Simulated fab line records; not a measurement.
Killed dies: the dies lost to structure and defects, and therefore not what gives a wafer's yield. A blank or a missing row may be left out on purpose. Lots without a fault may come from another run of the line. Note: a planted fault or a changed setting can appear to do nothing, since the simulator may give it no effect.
Split-lot experiment    flow n5Finfet    on a route of 1938 steps: 7 lots, 39 wafers read

## ON THE SPLIT
At N5_FIN_SAQP_HM_DEP_03 (deposits SiNx from SiH4/NH3/N2, target thk 38 nm, time 33.6 s), the setting timeS was moved away from the recipe's 33.6 s on 12 of the 39 wafers read, by -14.6% to +13.4%. For the rest of the wafers, this setting stayed at what the recipe calls for.

## FROM THE SPLIT TO THE READING: what the file shows between them, 5 steps
- N5_FIN_SAQP_THK_MEAS_05
- N5_FIN_SAQP_PECVD_47: deposits a-Si from SiH4/He, target thk 45 nm, time 36.3 s
- N5_FIN_SAQP_PECVD_48: deposits SiNx from SiH4/NH3/N2, target thk 25 nm, time 22.1 s
- N5_FIN_SAQP_MANDREL2_REMOVE_60: chemistry HBr/Cl2/O2, target a-Si, stops on SiNx, bt time 10 s
- N5_FIN_SAQP_HM_OPEN_33: chemistry CH3F/O2, target SiNx, target depth 49.4 nm, time 70.6 s

## THE READING
SiNx_of_FIN_SAQP_HM_DEP_03.thkNm (the simulator's own value, which no gauge read), in nm, at N5_FIN_SAQP_ETCH_34 (etches SiO2 in C4F6/O2, target depth 45 nm, time 15 s). There is no usual value for it anywhere in the file. The 27 wafers here that ran the recipe average 34.7 nm, standard deviation 0.38 nm.

wafer   tool, chamber at the split  timeS as run, s  against the recipe  SiNx_of_FIN_SAQP_HM_DEP_03.thkNm, nm  against lot-mates on the recipe
L074.1  pecvd-01, 1                 33.6             recipe              35                                    -
L074.5  pecvd-01, 2                 33.6             recipe              35                                    -
L074.2  pecvd-01, 2                 35.23            +4.9%               36.4                                  +1.5
L074.3  pecvd-01, 0                 35.23            +4.9%               36.6                                  +1.7
L074.4  pecvd-01, 0                 33.6             recipe              34.8                                  -
L074.6  pecvd-01, 1                 35.23            +4.9%               37.4                                  +2.5
L076.1  pecvd-02, 0                 33.6             recipe              34                                    -
L076.2  pecvd-02, 1                 33.6             recipe              33.8                                  -
L076.3  pecvd-02, 0                 33.6             recipe              35                                    -
L076.5  pecvd-02, 0                 33.6             recipe              35                                    -
L076.4  pecvd-02, 1                 33.6             recipe              35.2                                  -
L076.6  pecvd-02, 1                 33.6             recipe              34.6                                  -
L077.1  pecvd-01, 0                 33.6             recipe              34.4                                  -
L077.2  pecvd-01, 1                 33.6             recipe              34.6                                  -
L077.5  pecvd-01, 0                 33.6             recipe              34.8                                  -
L081.1  pecvd-01, 0                 29.28            -12.9%              29.4                                  -5.4
L081.2  pecvd-01, 2                 33.6             recipe              34.2                                  -
L081.3  pecvd-01, 1                 29.28            -12.9%              29.8                                  -5.0
L081.4  pecvd-01, 2                 33.6             recipe              35.2                                  -
L081.5  pecvd-01, 0                 33.6             recipe              35                                    -
L081.6  pecvd-01, 1                 29.28            -12.9%              30.2                                  -4.6
L084.1  pecvd-04, 2                 38.11            +13.4%              38.8                                  +4.3
L084.2  pecvd-04, 1                 38.11            +13.4%              39.6                                  +5.1
L084.3  pecvd-04, 0                 38.11            +13.4%              39.4                                  +4.9
L084.4  pecvd-04, 0                 33.6             recipe              34.4                                  -
L084.5  pecvd-04, 2                 33.6             recipe              34.4                                  -
L084.6  pecvd-04, 1                 33.6             recipe              34.6                                  -
L088.1  pecvd-02, 1                 33.6             recipe              34.6                                  -
L088.2  pecvd-02, 0                 33.6             recipe              34.4                                  -
L088.3  pecvd-02, 2                 33.6             recipe              35                                    -
L088.4  pecvd-02, 2                 33.6             recipe              35.4                                  -
L088.5  pecvd-02, 1                 33.6             recipe              34.8                                  -
L088.6  pecvd-02, 0                 33.6             recipe              34.8                                  -
L097.1  pecvd-01, 1                 28.7             -14.6%              29.4                                  -5.0
L097.2  pecvd-01, 0                 33.6             recipe              34.4                                  -
L097.3  pecvd-01, 2                 33.6             recipe              34.2                                  -
L097.4  pecvd-01, 0                 28.7             -14.6%              29.2                                  -5.2
L097.5  pecvd-01, 2                 28.7             -14.6%              29.2                                  -5.2
L097.6  pecvd-01, 1                 33.6             recipe              34.6                                  -

FIT RESULTS
A straight line over all 39 wafers: SiNx_of_FIN_SAQP_HM_DEP_03.thkNm changes by +0.367 nm for each +1% of timeS; r = +0.99; the points scatter about the line by 0.4 nm.
The same after taking each lot's own level away (the mean of its wafers on the recipe; 39 wafers): +0.365 nm for each +1%; r = +0.99; scatter 0.36 nm.
Per that fit: largest timeS move, reading shift of 5.3 nm.
The lots' own levels span 34.40 to 34.93 nm, that is 1.4 times the standard deviation above.
The two slopes are in agreement: the lot-to-lot level therefore moves the slope only a little.
Check: for one of the wafers moved furthest among these (-14.6%), held out of the fit, the line's prediction against its lot-mates is -5.39 nm. It came out at -5 nm against them.

## THE WHOLE CHAIN: every reading that the file lists as answering this split, in the file's order
step                     what it does                                                       reading                                                                            change (the file's fit)                r (the file's)
N5_FIN_SAQP_HM_DEP_03    deposits SiNx from SiH4/NH3/N2, target thk 38 nm, time 33.6 s      SiNx_of_FIN_SAQP_HM_DEP_03.thkNm (the simulator's own value, which no gauge read)  +0.365 nm for each +1% of the setting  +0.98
N5_FIN_SAQP_THK_MEAS_05                                                                     thkNm                                                                              withheld for each +1% of the setting   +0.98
N5_FIN_SAQP_HM_OPEN_33   chemistry CH3F/O2, target SiNx, target depth 49.4 nm, time 70.6 s  etchRfOnTimeS                                                                      withheld for each +1% of the setting   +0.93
N5_FIN_SAQP_HM_OPEN_33   chemistry CH3F/O2, target SiNx, target depth 49.4 nm, time 70.6 s  etch.depthNm (the simulator's own value, which no gauge read)                      +0.365 nm for each +1% of the setting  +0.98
N5_FIN_SAQP_ETCH_34      etches SiO2 in C4F6/O2, target depth 45 nm, time 15 s              SiNx_of_FIN_SAQP_HM_DEP_03.thkNm (the simulator's own value, which no gauge read)  +0.366 nm for each +1% of the setting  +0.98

## FILE'S OWN FIT
SiNx_of_FIN_SAQP_HM_DEP_03.thkNm changes by +0.366 nm for each +1% of timeS, r = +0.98.
